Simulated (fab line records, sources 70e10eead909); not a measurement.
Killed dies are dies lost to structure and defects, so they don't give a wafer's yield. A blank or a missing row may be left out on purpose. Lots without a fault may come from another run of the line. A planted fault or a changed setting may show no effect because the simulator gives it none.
A struck lot beside a sound one | flow nand_harc | 43 steps out of a route of 1159
Sound: wafers L856.1, L856.4, L856.6. Struck: wafer L844.4. (L844.3, L844.6 of the same lot were not struck and are left out.) The cause comes at the end.
At each step with rows: each side's tool, then ch and its chambers, then its first start. Under that, the readings that differ: sound wafers | struck wafers | difference of the means | sigmas: that difference in standard deviations of wafers without a fault.
alike: readings whose means differ by less than 2 such deviations, and words and numbers that are the same on both sides. not compared: withheld readings, readings that some wafer has no value for, bounds like >300 that may hide the same value, and numbers for which the record gives no deviation and whose values overlap.
The two part at a step that has a row with sigmas, a row that says differs or no value, or rows on one side only. Numbers that don't overlap but have no deviation are shown without sigmas and don't part them. A reading that every wafer of one side lacks parts them only if that side has two wafers or more.

first, 4 steps without rows for these wafers: NHARC_A_CONTACT_ETCH_122 (etches the open film in C4F8/O2/Ar, time 95 s, target depth 930 nm); NHARC_A_CONTACT_ETCH_123 (etches the open film in C4F8/O2/Ar, time 253 s, target depth 1090 nm); NHARC_A_CONTACT_ETCH_90 (etches the open film in CH3F/O2, target depth 40 nm, time 85.7 s); NHARC_A_CONTACT_ETCH_96 (etches the open film in C4F6/O2, target depth 20 nm, time 10 s).
NHARC_A_CONTACT_CD_MEAS_53:
  sound on cd_sem-02, day 20 20:21; struck on cd_sem-02, day 17 08:17
  alike: cd_nm
then, 7 steps without rows for these wafers: NHARC_A_CONTACT_STRIP_99 (strips in N2/H2); NHARC_A_CONTACT_STRIP_100 (strips in CF4/CHF3); NHARC_A_CONTACT_STRIP_101 (strips in O2/COS); NHARC_A_CONTACT_ETCH_102 (etches the open film in CF4/O2, target depth 70 nm, overetch 7 nm, time 38.5 s); NHARC_A_CONTACT_STRIP_55 (strips in O2); NHARC_A_CONTACT_STRIP_56 (strips in post etch residue remover, time 600 s); NHARC_A_CONTACT_DEP_57 (deposits aC, target thk 2800 nm).
NHARC_A_CONTACT_DEP_58: deposits SiON, target thk 60 nm.
  sound on pecvd-02 ch 0,2, day 20 23:06; struck on pecvd-02 ch 0, day 17 11:27
  alike: heater_power_w, showerhead_vpp_V
then, 10 steps without rows for these wafers: NHARC_A_CONTACT_DEHYDRATE_59 (time 120 s); NHARC_A_CONTACT_HMDS_60 (time 30 s); NHARC_A_CONTACT_COAT_61 (time 75 s); NHARC_A_CONTACT_COAT_62 (time 65 s); NHARC_A_CONTACT_COAT_63 (resist thk 90 nm); NHARC_A_CONTACT_SOFTBAKE_64 (time 55 s); NHARC_A_CONTACT_EBR_65; NHARC_A_CONTACT_EXPOSE_66 (exposes mask A CC 2); NHARC_A_CONTACT_PEB_67 (peb time 65 s); NHARC_A_CONTACT_DEVELOP_68 (develop time 35 s).
NHARC_A_CONTACT_CD_MEAS_69: target cd 200 nm.
  sound on cd_sem-02 ch 0, day 20 23:38; struck on cd_sem-02 ch 0, day 17 12:09
  alike: cd_nm
NHARC_A_CONTACT_OVL_MEAS_70:
  sound on overlay-02, day 20 23:43; struck on overlay-02, day 17 12:14
  alike: overlay_x_nm, overlay_y_nm
NHARC_A_CONTACT_INSPECT_71:
  sound on defect_inspect-01, day 20 23:46; struck on defect_inspect-02, day 17 12:16
  alike: raw_defect_count
then, 4 steps without rows for these wafers: NHARC_A_CONTACT_DESCUM_74 (chemistry O2, time 3 s); NHARC_A_CONTACT_ETCH_75 (etches the open film in CF4, target depth 39 nm, time 65 s); NHARC_A_CONTACT_ETCH_76 (etches the open film in N2/H2, target depth 260 nm, time 475.3 s); NHARC_A_CONTACT_ETCH_77 (etches the open film in CF4/CHF3, target depth 72.6 nm, time 36.3 s).
NHARC_A_CONTACT_ETCH_78: etches the open film in O2/COS, target depth 2800 nm, time 728 s.
  sound on rie_diel-13 ch 0,2,3; struck on rie_diel-13 ch 2
  alike: chamber_pressure_mTorr, drypump_motor_current_A, oes_product_au, rf_vpp_V, showerhead_plenum_p_Torr, throttle_valve_pct
  not compared: rf_hours_counter_h
then, 1 step without rows for these wafers: NHARC_A_CONTACT_ETCH_124 (etches the open film in C4F8/O2/Ar, time 140 s, target depth 700 nm).
NHARC_A_CONTACT_ETCH_125: etches the open film in C4F8/O2/Ar, time 155 s, target depth 956 nm.
  sound on har_cap_etch-03 ch 0,1, day 21 01:11; struck on har_cap_etch-03 ch 0, day 17 13:52
  alike: chamber_pressure_mTorr
  not compared: rf_hours_counter_h
then, 1 step without rows for these wafers: NHARC_A_CONTACT_ETCH_126 (etches the open film in C4F8/O2/Ar, time 155 s, target depth 956 nm).
NHARC_A_CONTACT_ETCH_127: etches the open film in C4F8/O2/Ar, time 155 s, target depth 956 nm.
  sound on har_cap_etch-03 ch 0,1, day 21 01:28; struck on har_cap_etch-03 ch 0, day 17 14:14
  alike: chamber_pressure_mTorr
  not compared: rf_hours_counter_h
NHARC_A_CONTACT_ETCH_128: etches the open film in C4F8/O2/Ar, time 155 s, target depth 956 nm.
  sound on har_cap_etch-03 ch 0,1, day 21 01:37; struck on har_cap_etch-03 ch 0, day 17 14:26
  alike: chamber_pressure_mTorr
  not compared: rf_hours_counter_h
then, 1 step without rows for these wafers: NHARC_A_CONTACT_ETCH_129 (etches the open film in C4F8/O2/Ar, time 155 s, target depth 956 nm).
NHARC_A_CONTACT_ETCH_130: etches the open film in C4F8/O2/Ar, time 155 s, target depth 956 nm.
  sound on har_cap_etch-03 ch 0,1, day 21 01:54; struck on har_cap_etch-03 ch 0, day 17 14:48
  alike: chamber_pressure_mTorr
  not compared: rf_hours_counter_h
then, 4 steps without rows for these wafers: NHARC_A_CONTACT_ETCH_131 (etches the open film in C4F8/O2/Ar, time 155 s, target depth 956 nm); NHARC_A_CONTACT_ETCH_132 (etches the open film in C4F8/O2/Ar, time 156 s, target depth 958 nm); NHARC_A_CONTACT_ETCH_133 (etches the open film in C4F8/O2/Ar, time 195 s, target depth 840 nm); NHARC_A_CONTACT_ETCH_91 (etches the open film in CH3F/O2, target depth 40 nm, time 85.7 s).
-- the record jumps here: 3 days lie between the struck wafers' starts before and after (it left off in module A_CONTACT and takes up again in module END, whose first step shown is number 1159 of the route) --
NHARC_END_SORT_01:
  sound on prober-01 ch 0, day 24 00:12; struck on prober-01 ch 0, day 20 08:39
  reading         | sound    | struck | difference | sigmas
  killed_at_array | 26 16 18 | 657    | +637       | +58
  killed_dies     | 28 18 21 | 663    | +641       | +58
  killed_short    | 2 3 2    | 6      | +4         | +2
  alike: killed_at_other, killed_at_periphery, killed_open

WHERE THEY PART
Only at NHARC_END_SORT_01, within this record.

WHY: what the simulator had put in
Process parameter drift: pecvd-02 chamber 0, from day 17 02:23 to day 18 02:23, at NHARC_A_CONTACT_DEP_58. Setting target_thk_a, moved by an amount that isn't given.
